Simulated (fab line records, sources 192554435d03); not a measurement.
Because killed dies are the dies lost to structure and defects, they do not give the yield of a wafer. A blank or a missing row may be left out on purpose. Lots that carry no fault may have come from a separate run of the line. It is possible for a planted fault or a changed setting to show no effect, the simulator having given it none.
Chamber matching || flow n5_finfet || rie_diel-03 running N5_MOL_CONTACT_COAG_ETCH_105: 4 sister chambers
The step etches SiARC in CF4, target depth 15.6 nm, time 26 s. 4 wafers are shown with their chamber, then 10 later ones without.

EACH WAFER AND ITS CHAMBER
{"wafer": "L079.1", "chamber": 0, "drypump_motor_current_A (A)": 5.5}
{"wafer": "L079.6", "chamber": 3, "drypump_motor_current_A (A)": 5.9}
{"wafer": "L084.2", "chamber": 2, "drypump_motor_current_A (A)": 6.1}
{"wafer": "L084.3", "chamber": 1, "drypump_motor_current_A (A)": 5.3}

WAFERS WITH NO CHAMBER GIVEN
{"wafer": "L084.6", "drypump_motor_current_A (A)": 5.9}
{"wafer": "L088.1", "drypump_motor_current_A (A)": 5.6}
{"wafer": "L088.4", "drypump_motor_current_A (A)": 5.3}
{"wafer": "L088.5", "drypump_motor_current_A (A)": 5.3}
{"wafer": "L089.1", "drypump_motor_current_A (A)": 6.1}
{"wafer": "L089.2", "drypump_motor_current_A (A)": 5.6}
{"wafer": "L089.6", "drypump_motor_current_A (A)": 5.3}
{"wafer": "L094.1", "drypump_motor_current_A (A)": 6.1}
{"wafer": "L094.2", "drypump_motor_current_A (A)": 5.9}
{"wafer": "L094.4", "drypump_motor_current_A (A)": 5.3}

EACH ONE'S CHAMBER
{"wafer": "L084.6", "from the rows above": 3, "in truth": 3}
{"wafer": "L088.1", "from the rows above": 0, "in truth": 0}
{"wafer": "L088.4", "from the rows above": 1, "in truth": 1}
{"wafer": "L088.5", "from the rows above": 1, "in truth": 1}
{"wafer": "L089.1", "from the rows above": 2, "in truth": 2}
{"wafer": "L089.2", "from the rows above": 0, "in truth": 0}
{"wafer": "L089.6", "from the rows above": 1, "in truth": 1}
{"wafer": "L094.1", "from the rows above": 2, "in truth": 2}
{"wafer": "L094.2", "from the rows above": 3, "in truth": 3}
{"wafer": "L094.4", "from the rows above": 1, "in truth": 1}
10 of 10 placed correctly. Number that these rows cannot place: 0. 0 placed wrongly.
How it was worked out, from the rows above alone: a wafer's distance from a chamber is the root of the sum, over the readings, of the square of ((its reading less the chamber's mean) divided by the reading's scatter). If the next closest chamber is less than 2 further off than the closest, the wafer can't be placed; otherwise it belongs to the closest. Each chamber's mean is taken over the wafers shown for it. The scatter: root of mean squared gap, hidden wafer to nearest shown wafer, with one shown wafer a chamber.
